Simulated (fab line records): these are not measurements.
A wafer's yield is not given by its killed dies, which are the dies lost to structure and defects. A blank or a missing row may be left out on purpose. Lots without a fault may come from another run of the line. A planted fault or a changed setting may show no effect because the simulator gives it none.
Comparing a struck lot with a sound one | flow nand harc | 15 out of 1302 route steps
Sound: wafers L132.1, L132.4, L132.6. Struck: wafer L147.2. (L147.1 of the same lot was not struck and is left out.) The cause comes at the end.
For every step that has rows: the tool of each side, followed by ch and its chambers, followed by its first start. Under that, the readings that differ: sound wafers | struck wafers | difference of the means | sigmas: that difference in standard deviations of wafers without a fault.
alike: same words and numbers on both sides, and readings whose means sit less than 2 such deviations apart. not compared: any withheld reading, any reading some wafer has no value for, any bound like >300 that may hide the same value, and any number with overlapping values for which the record gives no deviation.
Wherever a step has rows on one side only, a row that says differs or no value, or a row with sigmas, the two part there. When numbers do not overlap yet have no deviation, they are printed without sigmas and do not part them. A reading missing from all wafers of one side parts the sides only when that side holds two or more wafers.

NHARC_A_DECK1_JOINT_INSPECT_05:
  sound on defect inspect-02 at day 12 23:47; struck on defect inspect-01 at day 19 01:56
  reading          | sound       | struck | difference | sigmas
  raw defect count | 109 189 176 | 410    | +252       | +2
next comes 1 step that has no rows for these wafers: NHARC_A_ONON_D2_DEP_00 (target thickness 1000 nm).
NHARC_A_ONON_D2_THK_MEAS_02: measures by ellipsometry.
  sound on film metro-01 at day 13 00:22; struck on film metro-01 at day 19 02:32
  alike: thk nm
next comes 1 step that has no rows for these wafers: NHARC_A_ONON_D2_DEP_03 (target thickness 1000 nm).
NHARC_A_ONON_D2_THK_MEAS_05: measures by ellipsometry.
  sound on film metro-02 at day 13 00:56; struck on film metro-02 at day 19 03:06
  alike: thk nm
next comes 1 step that has no rows for these wafers: NHARC_A_ONON_D2_DEP_06 (target thickness 1000 nm).
NHARC_A_ONON_D2_THK_MEAS_08: measures by ellipsometry.
  sound on film metro-02 at day 13 01:30; struck on film metro-01 at day 19 03:40
  alike: thk nm
next comes 1 step that has no rows for these wafers: NHARC_A_ONON_D2_DEP_09 (target thickness 1000 nm).
NHARC_A_ONON_D2_THK_MEAS_11: measures by ellipsometry.
  sound on film metro-02 at day 13 02:04; struck on film metro-02 at day 19 04:13
  alike: thk nm
next comes 1 step that has no rows for these wafers: NHARC_A_ONON_D2_DEP_12 (target thickness 1000 nm).
NHARC_A_ONON_D2_THK_MEAS_14: measures by ellipsometry.
  sound on film metro-02 at day 13 02:38; struck on film metro-02 at day 19 04:47
  alike: thk nm
then, 1 step without rows for these wafers: NHARC_A_ONON_D2_ANNEAL_15 (time 3600 s).
NHARC_A_ONON_D2_DEP_16: target thk 1000 nm.
  sound on pecvd onon-03 ch 0, day 13 10:17; struck on pecvd onon-04 ch 0, day 19 11:42
NHARC_A_ONON_D2_THK_MEAS_18: measures by ellipsometry.
  sound on film metro-02 at day 13 10:48; struck on film metro-01 at day 19 12:12
  reading     | sound       | struck | difference | sigmas
  thk nm (nm) | 998 999 999 | 476    | -523       | -75
next comes 1 step that has no rows for these wafers: NHARC_A_ONON_D2_DEP_19 (target thickness 1000 nm).

== WHERE THEY PART ==
Earliest at NHARC_A_DECK1_JOINT_INSPECT_05; latest, in this record, at NHARC_A_ONON_D2_THK_MEAS_18.

WHY: what had been put in by the simulator
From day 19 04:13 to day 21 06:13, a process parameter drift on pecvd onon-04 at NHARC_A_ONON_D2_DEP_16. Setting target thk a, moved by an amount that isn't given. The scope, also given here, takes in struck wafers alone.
